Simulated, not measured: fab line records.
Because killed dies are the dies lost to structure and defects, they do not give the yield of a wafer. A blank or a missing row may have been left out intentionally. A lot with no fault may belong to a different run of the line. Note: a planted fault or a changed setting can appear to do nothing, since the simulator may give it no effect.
fab line records	flow n5_finfet	part 1 of 2: steps 1 to 19 of 26
record: lots: 5	wafers: 15	last_day: 16
route steps=1938 shown MOL_CONTACT_COAG@561
lots with no fault: from the same line, run without faults
start_h: start of the lot's first displayed wafer, in hours after the record's first day	wait_h: hours from the lot's prior step to this one	" unchanged from the row above	L1.1+2: one row covering several wafers at once	- no value present, or no start provided	* or withheld: withheld	< > ~ a bound
route shown NAME@n: a module of which the file shows steps, and the number in the route of the first	usual: the fault-free wafers' mean and standard deviation	same: alike in all rows	chamber/n: place in a boat	sites: the reading at each site	_std_site: standard deviation of those values	_edge_site: the outer-site mean with the inner-site mean subtracted	radius_mm: how far each site lies from the wafer's centre	mask NAME#n: copy n	behind: the most recent tool/chamber to have shaped the wafer	hold: cause of the lot's hold/its duration in hours/its outcome	device: whichever transistor did not switch (one of n, p or np)	end of line: at the end of the route, the tests of the same wafers	where a step has no rows: the recipe by itself	killed: not the wafer's yield, but the dies lost to structure and defects at the first sort	map: the dies of a wafer, with x for killed, . for not killed, _ for no die there
set.NAME: the setting the step ran with; set.NAME@STEP: the setting that earlier step ran with	model.NAME: the simulator's own value behind a step, which no gauge read
a table for each step, a row for each wafer; lots at some steps of the route
services: the hour from which a tool's chamber was out of use, counted from the record's first day as start_h (under 0 if before that day), plus the number of hours and why
== steps ==
step: N5_MOL_CONTACT_COAG_THK_MEAS_29
recipe: reads: SiNx_of_GATE_CUT_PECVD_57+SiNx_of_GATE_CUT_SAC_CAP_01
usual: MD_CAP_THK: 17.87/0.087
lot.wafer	tool	chamber	start_h	wait_h	MD_CAP_THK[nm]
L083.1	film_metro-02	-	151.55	-	17.86
L083.5	"	-	"	"	17.82
L083.6	"	-	"	"	17.74
L087.2	film_metro-01	-	177.35	-	18.03
L087.3	"	-	"	"	17.99
L087.4	"	-	"	"	17.88
L089.1	film_metro-01	-	189.02	-	17.87
L089.3	"	-	"	"	18.01
L089.4	"	-	"	"	17.99
L091.3	film_metro-02	-	198.21	-	17.89
L091.4	"	-	"	"	17.86
L091.5	"	-	"	"	17.95
L092.3	film_metro-02	-	208.53	-	17.93
L092.5	"	-	"	"	17.81
L092.6	"	-	"	"	17.97
step: N5_MOL_CONTACT_COAG_ALD_123
recipe: material: SiNx	target_thk_a: 50	temp_c: 400	ald_precursor_family: SiH2I2	ald_co_reactant: N2/H2-plasma	pulse_time_s: 1	purge_time_s: 2	co_reactant_purge_time_s: 2	ald_cycles: 100	pressure_torr: 2
usual: heater_power_w: 806/68	precursor_pulse_height_rel: 1.000/0.018
lot.wafer	tool	chamber	start_h	wait_h	heater_power_w	precursor_pulse_height_rel	since_wet_clean_h
L083.1	ald_sin-01	2	151.59	0.0	889	0.999	143
L083.5	"	1	"	"	788	0.995	-
L083.6	"	0	"	"	768	0.999	-
L087.2	ald_sin-04	2	179.45	2.1	660	1.024	277
L087.3	"	3	"	"	823	1.021	277
L087.4	"	1	"	"	819	1.005	277
L089.1	ald_sin-04	0	189.06	0.0	720	1.019	287
L089.3	"	3	"	"	823	1.003	287
L089.4	"	2	"	"	659	1.033	287
L091.3	ald_sin-02	2	198.24	0.0	836	0.996	7
L091.4	"	0	"	"	897	0.981	7
L091.5	"	3	"	"	716	0.984	-
L092.3	ald_sin-01	1	208.57	0.0	787	1.013	200
L092.5	"	3	"	"	877	0.945	-
L092.6	"	0	"	"	813	1.026	-
step: N5_MOL_CONTACT_COAG_PECVD_31
recipe: material: SiO2	target_thk_a: 460	temp_c: 400	precursor: TEOS/O2	pressure_torr: 6.5	rf_w: withheld	teos_flow_sccm: withheld	gas: O2	flow_sccm: 2650	time_s: 8.9
lot.wafer	tool	chamber	start_h	wait_h	since_wet_clean_h
L083.1	pecvd-02	2	152.09	0.3	283
L083.5	"	2	"	"	-
L083.6	"	1	"	"	-
L087.2	pecvd-01	0	179.96	0.3	703
L087.3	"	1	"	"	1428
L087.4	"	0	"	"	-
L089.1	pecvd-04	1	189.57	0.3	1618
L089.3	"	0	"	"	893
L089.4	"	2	"	"	-
L091.3	pecvd-01	0	198.74	0.3	721
L091.4	"	0	"	"	-
L091.5	"	2	"	"	-
L092.3	pecvd-01	0	209.07	0.3	732
L092.5	"	0	"	"	-
L092.6	"	1	"	"	-
step: N5_MOL_CONTACT_COAG_COAT_75
recipe: resist: SOC	temp_c: 250	time_s: 60	spin_rpm: 1500	resist_thk_nm: 60
usual: resist_line_temp_C: 22.99/0.12	spin_speed_rpm: 1499.8/1.1
lot.wafer	tool	chamber	start_h	wait_h	resist_line_temp_C	spin_speed_rpm
L083.1	litho_track-01	0	152.15	0.0	22.80	1498.8
L083.5	"	0	"	"	22.88	1500.0
L083.6	"	0	"	"	22.74	1500.0
L087.2	litho_track-03	0	180.01	0.0	23.08	1499.4
L087.3	"	0	"	"	23.25	1499.6
L087.4	"	0	"	"	23.31	1500.2
L089.1	litho_track-03	0	189.62	0.0	23.01	1500.0
L089.3	"	0	"	"	23.05	1500.5
L089.4	"	0	"	"	23.14	1500.6
L091.3	litho_track-03	0	198.80	0.0	22.90	1499.1
L091.4	"	0	"	"	22.99	1499.3
L091.5	"	0	"	"	23.00	1498.8
L092.3	litho_track-03	0	209.14	0.1	22.95	1501.1
L092.5	"	0	"	"	22.88	1500.8
L092.6	"	0	"	"	22.89	1498.5
step: N5_MOL_CONTACT_COAG_COAT_76
recipe: resist: SiARC	temp_c: 220	time_s: 60	spin_rpm: 1500	resist_thk_nm: 10
usual: resist_line_temp_C: 23.00/0.12	spin_speed_rpm: 1499.8/1.1
lot.wafer	tool	chamber	start_h	wait_h	resist_line_temp_C	spin_speed_rpm
L083.1	litho_track-01	0	-	-	23.15	1499.9
L083.5	"	0	"	"	22.99	1498.7
L083.6	"	0	"	"	22.98	1501.2
L087.2	litho_track-03	0	-	-	22.96	1500.7
L087.3	"	0	"	"	22.92	1499.8
L087.4	"	0	"	"	23.06	1500.6
L089.1	litho_track-03	0	-	-	23.17	1498.2
L089.3	"	0	"	"	22.97	1499.6
L089.4	"	0	"	"	23.14	1498.8
L091.3	litho_track-03	0	-	-	22.99	1498.7
L091.4	"	0	"	"	22.99	1500.7
L091.5	"	0	"	"	23.06	1498.9
L092.3	litho_track-03	0	-	-	22.96	1499.8
L092.5	"	0	"	"	23.03	1499.8
L092.6	"	0	"	"	22.98	1500.0
step: N5_MOL_CONTACT_COAG_COAT_77
recipe: resist: underlayer	temp_c: 205	time_s: 60	spin_rpm: 1500	resist_thk_nm: 10
usual: resist_line_temp_C: 23.00/0.1	spin_speed_rpm: 1500.0/0.97
lot.wafer	tool	chamber	start_h	wait_h	resist_line_temp_C	spin_speed_rpm
L083.1	litho_track-01	0	-	-	23.10	1498.5
L083.5	"	0	"	"	23.22	1499.5
L083.6	"	0	"	"	23.21	1500.4
L087.2	litho_track-03	0	-	-	22.97	1500.4
L087.3	"	0	"	"	23.06	1499.9
L087.4	"	0	"	"	23.07	1498.9
L089.1	litho_track-03	0	-	-	23.16	1500.5
L089.3	"	0	"	"	23.20	1499.3
L089.4	"	0	"	"	23.02	1499.9
L091.3	litho_track-03	0	-	-	23.02	1499.8
L091.4	"	0	"	"	22.98	1499.1
L091.5	"	0	"	"	22.98	1498.9
L092.3	litho_track-03	0	-	-	23.11	1501.1
L092.5	"	0	"	"	22.99	1499.4
L092.6	"	0	"	"	23.06	1500.2
step: N5_MOL_CONTACT_COAG_COAT_78
recipe: resist: CAR-EUV	spin_rpm: 1500	resist_thk_nm: 40
usual: resist_line_temp_C: 23.01/0.11	spin_speed_rpm: 1500.0/0.99
lot.wafer	tool	chamber	start_h	wait_h	resist_line_temp_C	spin_speed_rpm
L083.1	litho_track-01	0	-	-	23.11	1500.4
L083.5	"	0	"	"	23.04	1500.2
L083.6	"	0	"	"	23.02	1499.2
L087.2	litho_track-03	0	-	-	23.14	1498.4
L087.3	"	0	"	"	22.90	1499.1
L087.4	"	0	"	"	22.97	1498.1
L089.1	litho_track-03	0	-	-	22.84	1499.3
L089.3	"	0	"	"	22.85	1500.6
L089.4	"	0	"	"	22.78	1500.0
L091.3	litho_track-03	0	-	-	23.06	1500.1
L091.4	"	0	"	"	22.80	1500.1
L091.5	"	0	"	"	23.06	1500.0
L092.3	litho_track-03	0	-	-	22.98	1500.0
L092.5	"	0	"	"	22.95	1500.2
L092.6	"	0	"	"	23.12	1502.3
step: N5_MOL_CONTACT_COAG_EBR_80
recipe: solvent: PGMEA	ebr_width_mm: 1.5
usual: resist_line_temp_C: 22.99/0.1
lot.wafer	tool	chamber	start_h	wait_h	resist_line_temp_C
L083.1	litho_track-01	0	-	-	23.01
L083.5	"	0	"	"	22.85
L083.6	"	0	"	"	22.77
L087.2	litho_track-03	0	-	-	23.12
L087.3	"	0	"	"	23.07
L087.4	"	0	"	"	23.16
L089.1	litho_track-03	0	-	-	22.95
L089.3	"	0	"	"	22.88
L089.4	"	0	"	"	22.92
L091.3	litho_track-03	0	-	-	22.77
L091.4	"	0	"	"	22.97
L091.5	"	0	"	"	23.09
L092.3	litho_track-03	0	-	-	23.11
L092.5	"	0	"	"	22.95
L092.6	"	0	"	"	22.99
step: N5_MOL_CONTACT_COAG_SOFTBAKE_79
recipe: temp_c: 110	time_s: 60	resist: CAR-EUV
usual: resist_line_temp_C: 22.99/0.11
lot.wafer	tool	chamber	start_h	wait_h	resist_line_temp_C
L083.1	litho_track-01	0	-	-	22.99
L083.5	"	0	"	"	23.09
L083.6	"	0	"	"	22.88
L087.2	litho_track-03	0	-	-	23.01
L087.3	"	0	"	"	22.99
L087.4	"	0	"	"	23.09
L089.1	litho_track-03	0	-	-	22.99
L089.3	"	0	"	"	23.17
L089.4	"	0	"	"	23.13
L091.3	litho_track-03	0	-	-	22.92
L091.4	"	0	"	"	22.83
L091.5	"	0	"	"	22.85
L092.3	litho_track-03	0	-	-	23.09
L092.5	"	0	"	"	23.07
L092.6	"	0	"	"	23.05
step: N5_MOL_CONTACT_COAG_EXPOSE_81
recipe: mask_id: VG	na: 0.33	source_shape: annular	sigma_inner: 0.3	sigma_outer: 0.7	polarization: unpolarized	defocus_nm: 0	dose_mj: 59.5
usual: exposure_dose_mJ_cm2: 59.7/0.4	reticle_temp_C: 22.99/0.12	stage_msd_nm: 0.838/0.0069
lot.wafer	tool	chamber	start_h	wait_h	mask	exposure_dose_mJ_cm2	reticle_temp_C	stage_msd_nm
L083.1	euv_scanner-02	0	152.28	-	VG#0	59.3	22.95	0.835
L083.5	"	0	"	"	VG#0	59.3	22.92	0.832
L083.6	"	0	"	"	VG#0	59.4	22.88	0.832
L087.2	euv_scanner-01	0	180.16	-	VG#0	60.2	22.86	0.846
L087.3	"	0	"	"	VG#0	60.2	23.06	0.843
L087.4	"	0	"	"	VG#0	60.2	22.80	0.848
L089.1	euv_scanner-01	0	189.88	-	VG#0	60.2	23.10	0.847
L089.3	"	0	"	"	VG#0	60.2	22.99	0.845
L089.4	"	0	"	"	VG#0	60.1	22.82	0.846
L091.3	euv_scanner-01	0	199.08	-	VG#0	60.3	23.10	0.849
L091.4	"	0	"	"	VG#0	60.1	23.03	0.848
L091.5	"	0	"	"	VG#0	60.2	23.11	0.847
L092.3	euv_scanner-02	0	209.42	-	VG#0	59.4	23.02	0.834
L092.5	"	0	"	"	VG#0	59.4	23.19	0.827
L092.6	"	0	"	"	VG#0	59.3	22.97	0.830
step: N5_MOL_CONTACT_COAG_PEB_82
recipe: peb_temp_c: 100	peb_time_s: 60	resist: CAR-EUV
usual: resist_line_temp_C: 23.01/0.097
lot.wafer	tool	chamber	start_h	wait_h	resist_line_temp_C
L083.1	litho_track-05	0	152.36	0.1	23.10
L083.5	"	0	"	"	22.97
L083.6	"	0	"	"	23.07
L087.2	litho_track-01	0	180.23	0.1	22.92
L087.3	"	0	"	"	23.04
L087.4	"	0	"	"	22.84
L089.1	litho_track-01	0	189.96	0.1	23.06
L089.3	"	0	"	"	22.97
L089.4	"	0	"	"	23.04
L091.3	litho_track-03	0	199.14	0.1	22.93
L091.4	"	0	"	"	23.11
L091.5	"	0	"	"	23.01
L092.3	litho_track-03	0	209.48	0.1	23.03
L092.5	"	0	"	"	23.09
L092.6	"	0	"	"	22.86
step: N5_MOL_CONTACT_COAG_DEVELOP_83
recipe: develop_time_s: 30	developer: TMAH	resist: CAR-EUV	rinse_liquid: surfactant_rinse	dry: air_spin	dev_temp_c: 23
usual: resist_line_temp_C: 22.98/0.12
lot.wafer	tool	chamber	start_h	wait_h	resist_line_temp_C
L083.1	litho_track-05	0	-	-	22.82
L083.5	"	0	"	"	22.91
L083.6	"	0	"	"	22.97
L087.2	litho_track-01	0	-	-	22.65
L087.3	"	0	"	"	23.03
L087.4	"	0	"	"	23.04
L089.1	litho_track-01	0	-	-	22.97
L089.3	"	0	"	"	22.94
L089.4	"	0	"	"	22.96
L091.3	litho_track-03	0	-	-	22.99
L091.4	"	0	"	"	23.13
L091.5	"	0	"	"	23.10
L092.3	litho_track-03	0	-	-	22.77
L092.5	"	0	"	"	22.82
L092.6	"	0	"	"	22.93
step: N5_MOL_CONTACT_COAG_CD_MEAS_84
recipe: target_cd_nm: 25.1	landing_energy_ev: 500	detector: se_inlens	polarity: opening
usual: cd_nm: 25.07/0.25
lot.wafer	tool	chamber	start_h	wait_h	cd_nm
L083.1	cd_sem-02	0	152.43	-	25.54
L083.5	"	0	"	"	25.58
L083.6	"	0	"	"	25.42
L087.2	cd_sem-03	0	180.30	-	25.06
L087.3	"	0	"	"	24.88
L087.4	"	0	"	"	24.73
L089.1	cd_sem-03	0	190.03	-	25.32
L089.3	"	0	"	"	25.14
L089.4	"	0	"	"	25.27
L091.3	cd_sem-03	0	199.21	-	24.84
L091.4	"	0	"	"	24.89
L091.5	"	0	"	"	24.82
L092.3	cd_sem-03	0	209.55	-	24.82
L092.5	"	0	"	"	25.13
L092.6	"	0	"	"	25.16
step: N5_MOL_CONTACT_COAG_OVL_MEAS_85
recipe: points_per_wafer: 522
usual: VG_OVL: 0.3/0.72
lot.wafer	tool	chamber	start_h	wait_h	VG_OVL[nm]
L083.1	overlay-01	0	152.46	0.0	1.1
L083.5	"	0	"	"	0.4
L083.6	"	0	"	"	0.8
L087.2	overlay-01	0	180.33	0.0	0.9
L087.3	"	0	"	"	-0.4
L087.4	"	0	"	"	0.1
L089.1	overlay-01	0	190.06	0.0	0.7
L089.3	"	0	"	"	0.4
L089.4	"	0	"	"	0.2
L091.3	overlay-01	0	199.25	0.0	-0.1
L091.4	"	0	"	"	0.7
L091.5	"	0	"	"	0.6
L092.3	overlay-02	0	209.63	0.1	-0.7
L092.5	"	0	"	"	-0.6
L092.6	"	0	"	"	-0.7
step: N5_MOL_CONTACT_COAG_INSPECT_57
recipe: mode: adi	inspect_instrument: brightfield
usual: raw_defect_count: 183/53
lot.wafer	tool	chamber	start_h	wait_h	raw_defect_count
L083.1	defect_inspect-01	-	152.51	0.1	183
L083.5	"	-	"	"	256
L083.6	"	-	"	"	257
L087.2	defect_inspect-02	-	180.38	0.0	314
L087.3	"	-	"	"	232
L087.4	"	-	"	"	244
L089.1	defect_inspect-02	-	190.12	0.1	168
L089.3	"	-	"	"	174
L089.4	"	-	"	"	157
L091.3	defect_inspect-01	-	199.30	0.0	210
L091.4	"	-	"	"	202
L091.5	"	-	"	"	206
L092.3	defect_inspect-02	-	209.67	0.0	121
L092.5	"	-	"	"	111
L092.6	"	-	"	"	108
step: N5_MOL_CONTACT_COAG_DESCUM_88
recipe: chemistry: O2	time_s: 7	source_power_w: 50	bias_power_w: 20	pressure_mtorr: 20	rf_frequency_hz: 2.712e+07	temp_c: 40	resist: CAR-EUV	o2_flow_sccm: 225
usual: drypump_motor_current_A: 5.6/0.43	oes_product_au: 0.77/0.089	rf_vpp_V: 242.9/1.4	showerhead_plenum_p_Torr: 2.08/0.072	throttle_valve_pct: 20.38/0.21
lot.wafer	tool	chamber	start_h	wait_h	drypump_motor_current_A	oes_product_au	rf_hours_counter_h	rf_vpp_V	showerhead_plenum_p_Torr	throttle_valve_pct
L083.1	rie_diel-05	0	152.84	0.3	5.7	0.71	185	242.4	2.07	20.46
L083.5	"	3	"	"	5.2	0.95	-	241.6	2.05	20.45
L083.6	"	0	"	"	5.7	0.71	-	243.2	2.07	20.47
L087.2	rie_diel-06	3	180.42	0.0	6.5	0.71	200	240.4	1.99	20.33
L087.3	"	0	"	"	5.0	0.70	237	243.2	2.17	20.78
L087.4	"	0	"	"	5.0	0.70	-	245.2	2.17	20.78
L089.1	rie_diel-05	0	190.15	0.0	5.7	0.72	197	242.9	2.07	20.48
L089.3	"	2	"	"	5.7	0.75	189	244.4	2.17	20.11
L089.4	"	3	"	"	5.2	0.92	20	243.1	2.05	20.48
L091.3	rie_diel-06	1	199.33	0.0	5.4	0.76	146	242.3	2.08	20.14
L091.4	"	0	"	"	5.1	0.69	244	244.0	2.17	20.80
L091.5	"	0	"	"	5.0	0.69	-	244.2	2.17	20.80
L092.3	rie_diel-05	2	209.71	0.0	5.7	0.74	196	244.7	2.17	20.13
L092.5	"	1	"	"	5.2	0.72	-	243.3	2.07	20.44
L092.6	"	0	"	"	5.7	0.71	-	241.4	2.07	20.49
step: N5_MOL_CONTACT_COAG_ETCH_89
recipe: chemistry: N2/H2	target: underlayer	target_depth_a: 130	mask_material: CAR-EUV	time_s: 10.4	ion_energy_ev: 200	pressure_mtorr: 30	source_w: 840	bias_w: 150	n2_flow_sccm: 200	h2_flow_sccm: 200	ends: cleared
usual: drypump_motor_current_A: 5.6/0.42	etch_rf_on_time_s: 10.31/0.27	oes_product_au: 0.66/0.075	rf_vpp_V: 523.5/2.4	showerhead_plenum_p_Torr: 2.52/0.082	throttle_valve_pct: 17.77/0.21
lot.wafer	tool	chamber	start_h	wait_h	drypump_motor_current_A	etch_rf_on_time_s	oes_product_au	rf_hours_counter_h	rf_vpp_V	showerhead_plenum_p_Torr	throttle_valve_pct
L083.1	rie_diel-05	0	152.87	0.0	5.7	10.20	0.63	185	523.8	2.52	17.85
L083.5	"	3	"	"	5.2	9.90	0.82	-	524.0	2.49	17.86
L083.6	"	0	"	"	5.7	10.18	0.62	-	523.4	2.52	17.86
L087.2	rie_diel-06	3	180.45	0.0	6.4	10.36	0.61	200	520.6	2.41	17.78
L087.3	"	0	"	"	5.0	10.68	0.59	237	526.0	2.61	18.06
L087.4	"	0	"	"	5.0	10.66	0.59	-	526.8	2.61	18.06
L089.1	rie_diel-05	0	190.18	0.0	5.7	10.15	0.62	197	523.7	2.52	17.86
L089.3	"	2	"	"	5.7	10.13	0.64	189	525.4	2.62	17.52
L089.4	"	3	"	"	5.2	9.95	0.78	20	521.7	2.49	17.88
L091.3	rie_diel-06	1	199.37	0.0	5.4	10.12	0.66	146	523.1	2.53	17.47
L091.4	"	0	"	"	5.0	10.64	0.59	244	525.8	2.61	18.08
L091.5	"	0	"	"	5.0	10.71	0.58	-	526.0	2.61	18.08
L092.3	rie_diel-05	2	209.74	0.0	5.6	10.29	0.63	196	524.6	2.62	17.54
L092.5	"	1	"	"	5.2	10.53	0.62	-	523.9	2.52	17.97
L092.6	"	0	"	"	5.7	10.30	0.61	-	522.9	2.52	17.89
step: N5_MOL_CONTACT_COAG_ETCH_90
recipe: chemistry: CF4	target: SiARC	target_depth_a: 130	mask_material: CAR-EUV	time_s: 21.7	ion_energy_ev: 80	pressure_mtorr: 40	source_w: 545	bias_w: 36	Ar_flow_sccm: 100	cf4_flow_sccm: 100	ends: cleared
usual: drypump_motor_current_A: 5.6/0.43	etch_rf_on_time_s: 21.6/0.48	oes_product_au: 0.66/0.075	rf_vpp_V: 184.0/1.1	showerhead_plenum_p_Torr: 2.13/0.066	throttle_valve_pct: 15.57/0.17
lot.wafer	tool	chamber	start_h	wait_h	drypump_motor_current_A	etch_rf_on_time_s	oes_product_au	rf_hours_counter_h	rf_vpp_V	showerhead_plenum_p_Torr	throttle_valve_pct
L083.1	rie_diel-05	0	152.89	0.0	5.7	21.1	0.62	185	183.2	2.13	15.70
L083.5	"	3	"	"	5.2	20.7	0.82	-	185.1	2.10	15.56
L083.6	"	0	"	"	5.7	21.2	0.63	-	183.8	2.13	15.69
L087.2	rie_diel-06	3	180.47	0.0	6.4	21.8	0.62	200	184.0	2.04	15.63
L087.3	"	0	"	"	5.0	22.3	0.60	237	184.6	2.20	15.84
L087.4	"	0	"	"	5.0	22.8	0.58	-	185.1	2.20	15.85
L089.1	rie_diel-05	0	190.20	0.0	5.7	21.5	0.62	197	184.4	2.12	15.70
L089.3	"	2	"	"	5.7	21.8	0.64	189	186.0	2.22	15.35
L089.4	"	3	"	"	5.2	21.1	0.78	20	184.8	2.10	15.59
L091.3	rie_diel-06	1	199.39	0.0	5.4	21.3	0.66	146	183.4	2.14	15.37
L091.4	"	0	"	"	5.0	22.5	0.58	244	183.6	2.19	15.87
L091.5	"	0	"	"	5.0	22.3	0.58	-	184.6	2.19	15.87
L092.3	rie_diel-05	2	209.76	0.0	5.7	21.4	0.63	196	184.8	2.22	15.38
L092.5	"	1	"	"	5.2	21.5	0.62	-	184.7	2.12	15.67
L092.6	"	0	"	"	5.7	21.2	0.62	-	183.7	2.12	15.73
step: N5_MOL_CONTACT_COAG_ALD_131
recipe: material: SiO2	target_thk_a: 50	temp_c: 100	ald_precursor_family: BDEAS	ald_co_reactant: O2-plasma	pulse_time_s: 1	co_reactant_pulse_time_s: 1	purge_time_s: 2	co_reactant_purge_time_s: 2	ald_cycles: 35	pressure_torr: 2
usual: heater_power_w: 73/6.8	precursor_pulse_height_rel: 1.003/0.019
lot.wafer	tool	chamber	start_h	wait_h	heater_power_w	precursor_pulse_height_rel	since_wet_clean_h
L083.1	ald_sin-04	2	152.98	0.1	62	0.983	251
L083.5	"	3	"	"	77	1.001	-
L083.6	"	2	"	"	60	1.034	-
L087.2	ald_sin-04	1	181.86	1.4	77	0.996	280
L087.3	"	3	"	"	77	1.000	280
L087.4	"	2	"	"	59	1.011	280
L089.1	ald_sin-01	1	191.13	0.9	73	0.973	182
L089.3	"	2	"	"	78	1.070	182
L089.4	"	0	"	"	76	1.025	182
L091.3	ald_sin-04	2	199.47	0.1	59	0.999	297
L091.4	"	3	"	"	77	1.023	297
L091.5	"	0	"	"	66	0.976	-
L092.3	ald_sin-02	2	209.84	0.1	79	0.999	19
L092.5	"	3	"	"	66	1.007	-
L092.6	"	2	"	"	76	0.990	-
